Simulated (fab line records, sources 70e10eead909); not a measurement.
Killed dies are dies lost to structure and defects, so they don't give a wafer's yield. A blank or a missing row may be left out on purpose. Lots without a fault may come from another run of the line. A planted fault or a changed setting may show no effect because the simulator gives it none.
fab line records | flow nand_harc | part 1 of 2: steps 1 to 28 of 38
record lots=5 wafers=15 last_day=31
route steps=1302 shown HYBRID_BOND@1240 THIN_TSV@1244
lots that met no fault: from a run of the same line without faults
start_h: hours from the record's first day to the start of the lot's first wafer shown | wait_h: hours since the lot's step before | " the same as in the row above | L1.1+2: a row that stands for several wafers | - no value, or no start given | * or withheld: withheld | < > ~ a bound
route shown NAME@n: a module of which the file shows steps, and the number in the route of the first | usual: mean/standard deviation of fault-free wafers | same: alike in all rows | chamber/n: place in a boat | sites: the reading at each site | _std_site: their standard deviation | _edge_site: outer sites' mean less inner sites' | radius_mm: how far each site lies from the wafer's centre | mask NAME#n: copy n | behind: the tool/chamber that last shaped the wafer | hold: why the lot was held/for how many hours/how that ended | device: the transistor (n, p or np) that didn't switch | end of line: the same wafers' tests at the end of the route | a step without rows: its recipe alone | killed: dies lost to structure and defects at the first sort, not the wafer's yield | map: a wafer's dies, x killed, . not, _ none there
set.NAME: the setting as run; set.NAME@STEP: as run at that earlier step | model.NAME: the simulator's own value behind a step, which no gauge read
lots at some steps of the route; a table a step, a row a wafer
services: from which hour (start_h, from the record's first day; less than 0 if before it) a tool's chamber was out of use, for how many hours, and why
## steps
# step NHARC_HYBRID_BOND_BOND_03
# recipe temp_c=25
# usual bond_force_kN=4.996/0.011
# columns lot.wafer tool chamber start_h wait_h bond_force_kN
L074.2 wafer_bonder-01 0 555.75 - 5.007
L074.3 " 0 " " 4.991
L074.4 " 0 " " 5.010
L077.2 wafer_bonder-01 0 556.66 - 5.005
L077.5 " 0 " " 4.971
L077.6 " 0 " " 4.989
L086.1 wafer_bonder-01 0 655.27 - 4.983
L086.2 " 0 " " 4.999
L086.4 " 0 " " 4.979
L092.2 wafer_bonder-01 0 715.07 - 4.999
L092.4 " 0 " " 5.011
L092.5 " 0 " " 5.008
L091.1 wafer_bonder-01 0 716.99 - 4.991
L091.3 " 0 " " 4.975
L091.5 " 0 " " 5.001
# step NHARC_HYBRID_BOND_ANNEAL_04
# recipe temp_c=300 time_s=7200 ramp_up_c_per_min=5 ramp_down_c_per_min=3 idle_temp_c=100 pressure_atm=1
# usual pressure_atm=0.9993/0.0019 zone_power_top_pct=8.2/0.65
# same time_s=7200
# columns lot.wafer tool chamber start_h wait_h pressure_atm zone_power_top_pct
L074.2 furnace-02 0 558.11 2.2 1.0000 7.7
L074.3 " 0 " " 1.0023 7.9
L074.4 " 0 " " 1.0028 7.7
L077.2 furnace-02 0 558.11 1.3 0.9986 7.7
L077.5 " 0 " " 0.9990 7.7
L077.6 " 0 " " 0.9991 7.8
L086.1 furnace-02 0 659.55 4.1 0.9979 7.9
L086.2 " 0 " " 1.0000 7.8
L086.4 " 0 " " 0.9966 7.8
L091.1 furnace-02 0 719.20 2.1 0.9987 7.8
L091.3 " 0 " " 1.0014 7.8
L091.5 " 0 " " 1.0017 7.8
L092.2 furnace-02 0 719.20 4.0 0.9979 7.6
L092.4 " 0 " " 0.9998 7.8
L092.5 " 0 " " 0.9996 7.9
# step NHARC_HYBRID_BOND_OVL_MEAS_05
# usual overlay_x_nm=1/33 overlay_y_nm=-1/36
# columns lot.wafer tool chamber start_h wait_h overlay_x_nm overlay_y_nm
L074.2 overlay-01 - 562.82 0.4 -20 10
L074.3 " - " " 3 -33
L074.4 " - " " 35 -33
L077.2 overlay-02 - 562.83 0.4 -55 26
L077.5 " - " " -39 55
L077.6 " - " " 14 33
L086.1 overlay-01 - 664.29 0.4 37 -15
L086.2 " - " " -43 23
L086.4 " - " " -23 56
L091.1 overlay-01 - 723.92 0.4 -41 -28
L091.3 " - " " 11 -19
L091.5 " - " " -41 14
L092.2 overlay-02 - 723.92 0.4 -40 -70
L092.4 " - " " 1 22
L092.5 " - " " -37 74
# step NHARC_HYBRID_BOND_INSPECT_06
# recipe inspect_instrument=ir_void
# usual raw_defect_count=84/33
# columns lot.wafer tool chamber start_h wait_h raw_defect_count
L074.2 defect_inspect-01 - 562.88 0.1 21
L074.3 " - " " 22
L074.4 " - " " 22
L077.2 defect_inspect-02 - 562.90 0.1 107
L077.5 " - " " 108
L077.6 " - " " 81
L086.1 defect_inspect-01 - 664.34 0.0 96
L086.2 " - " " 90
L086.4 " - " " 94
L091.1 defect_inspect-02 - 723.97 0.0 121
L091.3 " - " " 100
L091.5 " - " " 130
L092.2 defect_inspect-01 - 723.98 0.1 73
L092.4 " - " " 59
L092.5 " - " " 57
# step NHARC_THIN_TSV_GRIND_00
# recipe target_thk_um=6
# usual motor_current_A=11.999/0.022
# columns lot.wafer tool chamber start_h wait_h motor_current_A
L074.2 grinder-01 0 564.41 1.5 12.006
L074.3 " 0 " " 11.992
L074.4 " 0 " " 11.957
L077.2 grinder-01 0 565.60 2.7 12.009
L077.5 " 0 " " 12.040
L077.6 " 0 " " 11.992
L086.1 grinder-01 0 664.49 0.1 12.023
L086.2 " 0 " " 11.990
L086.4 " 0 " " 11.995
L091.1 grinder-01 0 724.12 0.1 11.989
L091.3 " 0 " " 11.989
L091.5 " 0 " " 11.990
L092.2 grinder-01 0 725.93 2.0 12.029
L092.4 " 0 " " 12.006
L092.5 " 0 " " 12.013
# step NHARC_THIN_TSV_CMP_01
# recipe target_thk_um=3
# usual edge_zone_pressure_frac=1.001/0.0043 motor_current_A=12.0/1
# columns lot.wafer tool chamber start_h wait_h edge_zone_pressure_frac motor_current_A
L074.3 cmp-02 1 565.42 0.6 0.998 11.6
L074.4 " 2 " " 1.005 12.1
L074.2 " 3 " " 1.011 12.0
L077.2 cmp-03 2 566.63 0.8 1.004 11.7
L077.5 " 2 " " 1.008 12.1
L077.6 " 3 " " 1.001 12.0
L086.2 cmp-03 3 665.74 0.9 1.007 11.7
L086.1 " 0 " " 0.998 13.7
L086.4 " 1 " " 0.996 13.6
L091.1 cmp-01 0 725.76 1.4 1.004 13.5
L091.3 " 2 " " 0.998 10.8
L091.5 " 0 " " 1.001 13.5
L092.2 cmp-03 2 726.99 0.9 1.001 11.2
L092.4 " 3 " " 0.997 11.4
L092.5 " 2 " " 1.001 11.6
# step NHARC_THIN_TSV_THK_MEAS_02
# recipe thk_meas_gauge=ir
# usual thk_nm=2947/220
# columns lot.wafer tool chamber start_h wait_h thk_nm
L074.2 film_metro-01 - 565.69 - 3074
L074.3 " - " " 2819
L074.4 " - " " 2750
L077.2 film_metro-01 - 566.89 - 2994
L077.5 " - " " 3158
L077.6 " - " " 3271
L086.1 film_metro-02 - 665.98 0.2 2775
L086.2 " - " " 2708
L086.4 " - " " 2925
L091.1 film_metro-01 - 726.02 - 3439
L091.3 " - " " 3320
L091.5 " - " " 3187
L092.2 film_metro-01 - 727.23 0.2 3237
L092.4 " - " " 3105
L092.5 " - " " 3277
# step NHARC_THIN_TSV_SRD_03
# columns lot.wafer tool chamber start_h wait_h
L074.4+3+2 wet_bench-08 6,0,2 565.73 0.0
L077.5+2+6 wet_bench-10 2,4,5 566.93 0.0
L086.2+1+4 wet_bench-08 0,1,3 666.02 0.0
L091.3+1+5 wet_bench-10 6,7,0 726.08 0.1
L092.5+2+4 wet_bench-10 3,4,7 727.27 0.0
# step NHARC_THIN_TSV_PRECLEAN_41
# recipe time_s=* temp_c=50 bath_age_min=0 chemistry=SC1
# usual bath_guard_temp_C=50.1/0.6
# same time_s=*
# columns lot.wafer tool chamber start_h wait_h bath_guard_temp_C
L074.4 wet_bench-08 6 565.75 0.0 50.4
L074.3 " 0 " " 49.2
L074.2 " 2 " " 49.0
L077.5 wet_bench-10 2 566.96 0.0 50.0
L077.2 " 4 " " 49.2
L077.6 " 5 " " 50.4
L086.2 wet_bench-08 0 666.05 0.0 49.8
L086.1 " 1 " " 50.7
L086.4 " 3 " " 50.2
L091.3 wet_bench-10 6 726.12 0.0 51.0
L091.1 " 7 " " 50.2
L091.5 " 0 " " 50.9
L092.5 wet_bench-10 3 727.32 0.0 49.6
L092.2 " 4 " " 49.6
L092.4 " 7 " " 50.2
# step NHARC_THIN_TSV_SRD_42
# columns lot.wafer tool chamber start_h wait_h
L074.4+3+2 wet_bench-08 6,0,2 - -
L077.5+2+6 wet_bench-10 2,4,5 - -
L086.2+1+4 wet_bench-08 0,1,3 - -
L091.3+1+5 wet_bench-10 6,7,0 - -
L092.5+2+4 wet_bench-10 3,4,7 - -
# step NHARC_THIN_TSV_DEP_43
# recipe target_thk_a=13285 temp_c=withheld pressure_torr=6.5 rf_w=900 teos_flow_sccm=161.4 flow_sccm=2650 target_thk_nm=1328.5 gas=O2 material=SiO2
# usual showerhead_vpp_V=1841/120 throttle_valve_pct=16.0/0.52
# columns lot.wafer tool chamber start_h wait_h showerhead_vpp_V throttle_valve_pct
L074.3 pecvd-01 2 565.91 - 2037 15.7
L074.2 " 0 " " 1949 16.3
L074.4 " 2 " " 2015 15.7
L077.2 pecvd-04 2 567.15 - 1690 16.2
L077.6 " 1 " " 1695 16.3
L077.5 " 2 " " 1716 16.1
L086.1 pecvd-02 0 666.25 - 1923 16.5
L086.2 " 1 " " 1890 15.8
L086.4 " 2 " " 1818 15.2
L091.3 pecvd-04 2 726.33 - 1727 16.0
L091.1 " 0 " " 1714 16.2
L091.5 " 2 " " 1691 15.9
L092.2 pecvd-01 1 727.54 - 1860 15.8
L092.5 " 0 " " 1936 16.2
L092.4 " 2 " " 2053 15.7
# step NHARC_THIN_TSV_DEHYDRATE_04
# recipe temp_c=150 time_s=120
# same time_s=120
# columns lot.wafer tool chamber start_h wait_h
L074.2+3+4 litho_track-05 0 566.32 -
L077.2+5+6 litho_track-05 0 567.51 -
L086.1+2+4 litho_track-05 0 666.61 -
L091.1+3+5 litho_track-03 0 726.69 -
L092.2+4+5 litho_track-03 0 727.90 -
# step NHARC_THIN_TSV_HMDS_05
# recipe time_s=30
# same time_s=30
# columns lot.wafer tool chamber start_h wait_h
L074.2+3+4 litho_track-05 0 - -
L077.2+5+6 litho_track-05 0 - -
L086.1+2+4 litho_track-05 0 - -
L091.1+3+5 litho_track-03 0 - -
L092.2+4+5 litho_track-03 0 - -
# step NHARC_THIN_TSV_COAT_06
# recipe spin_rpm=*
# columns lot.wafer tool chamber start_h wait_h
L074.2+3+4 litho_track-05 0 - -
L077.2+5+6 litho_track-05 0 - -
L086.1+2+4 litho_track-05 0 - -
L091.1+3+5 litho_track-03 0 - -
L092.2+4+5 litho_track-03 0 - -
# step NHARC_THIN_TSV_SOFTBAKE_07
# recipe temp_c=122 time_s=95
# same time_s=95
# columns lot.wafer tool chamber start_h wait_h
L074.2+3+4 litho_track-05 0 - -
L077.2+5+6 litho_track-05 0 - -
L086.1+2+4 litho_track-05 0 - -
L091.1+3+5 litho_track-03 0 - -
L092.2+4+5 litho_track-03 0 - -
# step NHARC_THIN_TSV_EBR_08
# columns lot.wafer tool chamber start_h wait_h
L074.2+3+4 litho_track-05 0 - -
L077.2+5+6 litho_track-05 0 - -
L086.1+2+4 litho_track-05 0 - -
L091.1+3+5 litho_track-03 0 - -
L092.2+4+5 litho_track-03 0 - -
# step NHARC_THIN_TSV_EXPOSE_09
# recipe na=0.55 dose_mj=30.7 mask_id=TSV
# columns lot.wafer tool chamber start_h wait_h mask
L074.2+3+4 krf_scanner-03 0 566.59 - TSV#0
L077.2+5+6 krf_scanner-02 0 567.79 - TSV#0
L086.1+2+4 krf_scanner-03 0 666.75 - TSV#0
L091.1+3+5 krf_scanner-04 0 726.96 - TSV#0
L092.2+4+5 krf_scanner-02 0 728.18 - TSV#0
# step NHARC_THIN_TSV_PEB_10
# recipe peb_temp_c=118 peb_time_s=85
# same peb_time_s=85
# columns lot.wafer tool chamber start_h wait_h
L074.2+3+4 litho_track-05 0 566.65 0.1
L077.2+5+6 litho_track-03 0 567.85 0.1
L086.1+2+4 litho_track-03 0 666.82 0.1
L091.1+3+5 litho_track-02 0 727.02 0.1
L092.2+4+5 litho_track-05 0 728.24 0.1
# step NHARC_THIN_TSV_DEVELOP_11
# recipe time_s=70
# same time_s=70
# columns lot.wafer tool chamber start_h wait_h
L074.2+3+4 litho_track-05 0 - -
L077.2+5+6 litho_track-03 0 - -
L086.1+2+4 litho_track-03 0 - -
L091.1+3+5 litho_track-02 0 - -
L092.2+4+5 litho_track-05 0 - -
# step NHARC_THIN_TSV_CD_MEAS_12
# recipe target_cd_nm=1000 landing_energy_ev=500
# usual cd_nm=999.8/2.1
# columns lot.wafer tool chamber start_h wait_h cd_nm
L074.2 cd_sem-02 0 566.74 - 1000.0
L074.3 " 0 " " 998.1
L074.4 " 0 " " 999.4
L077.2 cd_sem-03 0 567.94 - 996.8
L077.5 " 0 " " 1001.3
L077.6 " 0 " " 998.4
L086.1 cd_sem-03 0 666.91 - 1002.4
L086.2 " 0 " " 999.6
L086.4 " 0 " " 998.0
L091.1 cd_sem-01 0 727.11 - 1001.8
L091.3 " 0 " " 1004.2
L091.5 " 0 " " 1005.4
L092.2 cd_sem-02 0 728.34 - 999.8
L092.4 " 0 " " 1000.1
L092.5 " 0 " " 998.3
# step NHARC_THIN_TSV_HARDBAKE_13
# recipe temp_c=125 time_s=80
# same time_s=80
# columns lot.wafer tool chamber start_h wait_h
L074.2+3+4 litho_track-03 0 566.82 -
L077.2+5+6 litho_track-05 0 568.02 -
L086.1+2+4 litho_track-02 0 666.99 -
L091.1+3+5 litho_track-05 0 727.19 -
L092.2+4+5 litho_track-03 0 728.42 -
# step NHARC_THIN_TSV_DESCUM_14
# recipe time_s=3 o2_flow_sccm=200 ar_flow_sccm=0 bias_power_w=0 chemistry=O2
# usual drypump_motor_current_A=5.2/0.32 o2_flow_sccm=200.0/0.59 oes_product_au=1.003/0.01 rf_vpp_V=57.7/0.93 showerhead_plenum_p_Torr=1.88/0.054 throttle_valve_pct=11.311/0.0087
# same time_s=3
# columns lot.wafer tool chamber start_h wait_h drypump_motor_current_A o2_flow_sccm oes_product_au rf_hours_counter_h rf_vpp_V showerhead_plenum_p_Torr throttle_valve_pct
L074.2 rie_diel-10 2 566.90 - 5.4 200.5 0.989 6.1 59.6 1.92 11.301
L074.3 " 2 " " 5.4 199.5 0.989 - 57.9 1.92 11.324
L074.4 " 3 " " 4.9 200.4 0.982 - 57.9 1.79 11.318
L077.2 rie_diel-10 3 568.10 - 4.9 199.8 0.989 7.1 57.3 1.79 11.315
L077.6 " 3 " " 4.9 199.9 0.994 - 56.8 1.79 11.307
L077.5 " 2 " " 5.4 199.7 0.990 - 58.6 1.92 11.314
L086.1 rie_diel-10 3 667.07 - 4.9 199.8 0.987 2.5 56.8 1.79 11.300
L086.2 " 0 " " 5.2 200.2 0.996 2.4 59.6 1.94 11.317
L086.4 " 2 " " 5.4 200.5 1.008 2.6 58.2 1.92 11.309
L091.1 rie_diel-10 1 727.27 - 5.5 200.2 1.008 4.6 57.9 1.90 11.310
L091.3 " 3 " " 5.0 199.6 0.990 4.8 59.0 1.79 11.312
L091.5 " 2 " " 5.4 200.0 0.996 - 59.1 1.92 11.306
L092.2 rie_diel-10 1 728.50 - 5.5 200.8 1.022 4.8 58.3 1.90 11.323
L092.4 " 3 " " 4.9 201.3 1.002 5.2 57.8 1.79 11.307
L092.5 " 0 " " 5.2 200.1 1.011 - 57.2 1.94 11.323
# step NHARC_THIN_TSV_ETCH_44
# recipe target_depth_a=15942 time_s=797.1 cf4_flow_sccm=150 o2_flow_sccm=10 ar_flow_sccm=0 rf_w=300 bias_w=800 chemistry=CF4/O2
# usual bias_w=799.9/2.3 drypump_motor_current_A=5.2/0.33 o2_flow_sccm=10.002/0.029 oes_product_au=1.003/0.011 rf_vpp_V=792/3.2 showerhead_plenum_p_Torr=1.80/0.048 throttle_valve_pct=16.913/0.0088
# same time_s=797.1
# columns lot.wafer tool chamber start_h wait_h bias_w drypump_motor_current_A o2_flow_sccm oes_product_au rf_hours_counter_h rf_vpp_V showerhead_plenum_p_Torr throttle_valve_pct
L074.2 rie_diel-10 3 567.04 0.1 797.1 4.9 9.969 0.993 6.6 788 1.72 16.904
L074.3 " 3 " " 801.4 4.9 9.977 0.991 - 788 1.72 16.932
L074.4 " 2 " " 801.4 5.4 9.984 0.981 - 796 1.84 16.901
L077.2 rie_diel-10 2 568.39 0.3 797.0 5.4 10.029 0.990 6.9 795 1.84 16.918
L077.6 " 1 " " 799.0 5.5 10.039 1.002 - 793 1.82 16.919
L077.5 " 2 " " 796.1 5.4 10.026 0.990 - 795 1.84 16.921
L086.1 rie_diel-10 3 667.15 0.1 798.2 4.9 10.019 1.001 2.6 787 1.72 16.895
L086.4 " 1 " " 800.0 5.5 9.999 0.993 2.6 794 1.82 16.917
L086.2 " 2 " " 800.5 5.4 9.951 0.997 2.7 796 1.84 16.922
L091.1 rie_diel-10 3 727.36 0.1 801.0 4.9 9.961 0.991 4.9 787 1.72 16.910
L091.3 " 1 " " 798.1 5.5 10.018 1.008 4.7 793 1.82 16.907
L091.5 " 0 " " 798.8 5.1 9.995 1.006 - 795 1.85 16.916
L092.2 rie_diel-10 2 728.69 0.2 797.9 5.4 9.979 1.009 4.6 794 1.84 16.912
L092.4 " 3 " " 803.9 4.9 9.955 1.006 5.3 787 1.72 16.912
L092.5 " 0 " " 801.8 5.2 9.971 1.000 - 797 1.85 16.913
# step NHARC_THIN_TSV_ETCH_15
# recipe target_depth_a=30000 bosch_target_overetch_cycles=2 bosch_etch_step_s=2.8 bosch_dep_step_s=1.2 bosch_cycles=14
# usual drypump_motor_current_A=5.8/0.31 he_backside_leak_sccm=2.82/0.23
# columns lot.wafer tool chamber start_h wait_h drypump_motor_current_A he_backside_leak_sccm rf_hours_counter_h
L074.2 rie_si-03 0 567.96 - 5.9 2.97 1.0
L074.3 " 1 " " 5.9 2.58 1.2
L074.4 " 2 " " 5.0 2.68 1.2
L077.2 rie_si-01 0 568.92 - 5.3 2.34 0.1
L077.5 " 0 " " 5.3 2.24 -
L077.6 " 1 " " 6.2 2.58 -
L086.2 rie_si-04 1 667.73 - 5.9 2.98 0.8
L086.1 " 3 " " 5.9 2.92 0.7
L086.4 " 0 " " 6.1 2.97 1.0
L091.1 rie_si-03 3 727.94 - 5.8 2.73 0.8
L091.3 " 2 " " 5.1 2.56 0.7
L091.5 " 3 " " 5.8 2.89 -
L092.4 rie_si-04 0 729.16 - 6.1 3.06 0.1
L092.2 " 1 " " 5.9 2.98 0.1
L092.5 " 3 " " 5.9 3.14 -
# step NHARC_THIN_TSV_CD_MEAS_16
# usual cd_nm=999.7/2.1
# columns lot.wafer tool chamber start_h wait_h cd_nm
L074.2 cd_sem-02 - 568.09 0.1 998.5
L074.3 " - " " 997.1
L074.4 " - " " 999.9
L077.2 cd_sem-01 - 569.07 0.1 997.6
L077.5 " - " " 999.4
L077.6 " - " " 999.3
L086.1 cd_sem-02 - 667.87 0.1 1002.9
L086.2 " - " " 998.4
L086.4 " - " " 997.6
L091.1 cd_sem-02 - 728.08 0.1 1001.3
L091.3 " - " " 1004.2
L091.5 " - " " 1005.5
L092.2 cd_sem-01 - 729.30 0.1 999.3
L092.4 " - " " 999.8
L092.5 " - " " 998.7
# step NHARC_THIN_TSV_STRIP_45
# recipe power_w=1500 temp_c=250 chemistry=O2
# usual drypump_motor_current_A=5.9/0.41 heater_power_w=340/21
# columns lot.wafer tool chamber start_h wait_h drypump_motor_current_A heater_power_w rf_hours_counter_h
L074.2 plasma_asher-02 0 568.21 0.1 6.7 313 29
L074.4 " 1 " " 5.9 345 -
L074.3 " 0 " " 6.7 307 -
L077.2 plasma_asher-01 1 569.14 0.1 5.7 356 8
L077.5 " 1 " " 5.7 374 -
L077.6 " 0 " " 5.7 319 -
L086.1 plasma_asher-01 0 667.95 0.1 5.7 342 30
L086.2 " 1 " " 5.7 372 30
L086.4 " 0 " " 5.7 338 -
L091.1 plasma_asher-01 0 728.16 0.1 5.7 328 3
L091.3 " 0 " " 5.7 327 -
L091.5 " 1 " " 5.7 370 -
L092.2 plasma_asher-02 1 729.37 0.1 5.9 346 25
L092.4 " 1 " " 5.9 347 -
L092.5 " 1 " " 5.9 354 -
# step NHARC_THIN_TSV_STRIP_46
# recipe time_s=1200 temp_c=72.5 chemistry=post_etch_residue_remover
# usual bath_guard_temp_C=72.6/0.56
# same time_s=1200
# columns lot.wafer tool chamber start_h wait_h bath_guard_temp_C
L074.4 wet_bench-08 3 568.53 0.2 73.0
L074.3 " 5 " " 71.8
L074.2 " 7 " " 73.2
L077.5 wet_bench-08 1 569.50 0.1 73.0
L077.6 " 3 " " 73.2
L077.2 " 5 " " 71.6
L086.1 wet_bench-08 2 668.31 0.3 71.1
L086.4 " 3 " " 73.3
L086.2 " 6 " " 72.4
L091.3 wet_bench-10 0 728.54 0.2 73.0
L091.5 " 2 " " 72.6
L091.1 " 3 " " 72.5
L092.2 wet_bench-08 6 729.74 0.3 72.6
L092.4 " 7 " " 73.3
L092.5 " 1 " " 73.0
# step NHARC_THIN_TSV_DEP_47
# recipe target_thk_a=2000 temp_c=withheld pressure_torr=6.5 rf_w=900 teos_flow_sccm=161.4 flow_sccm=2650 target_thk_nm=200 gas=O2 material=SiO2
# usual showerhead_vpp_V=1830/120 throttle_valve_pct=16.0/0.48
# columns lot.wafer tool chamber start_h wait_h showerhead_vpp_V throttle_valve_pct
L074.3 pecvd-01 0 569.01 - 1976 16.2
L074.2 " 1 " " 1911 16.0
L074.4 " 1 " " 1851 16.2
L077.2 pecvd-04 2 569.94 - 1703 16.0
L077.5 " 2 " " 1694 15.7
L077.6 " 1 " " 1707 16.2
L086.2 pecvd-04 2 668.75 - 1708 16.2
L086.1 " 1 " " 1694 16.0
L086.4 " 1 " " 1713 15.9
L091.3 pecvd-01 1 729.06 - 1867 15.4
L091.1 " 2 " " 2028 15.1
L091.5 " 1 " " 1850 15.7
L092.2 pecvd-04 1 730.22 - 1686 16.1
L092.4 " 0 " " 1712 16.4
L092.5 " 1 " " 1669 16.1
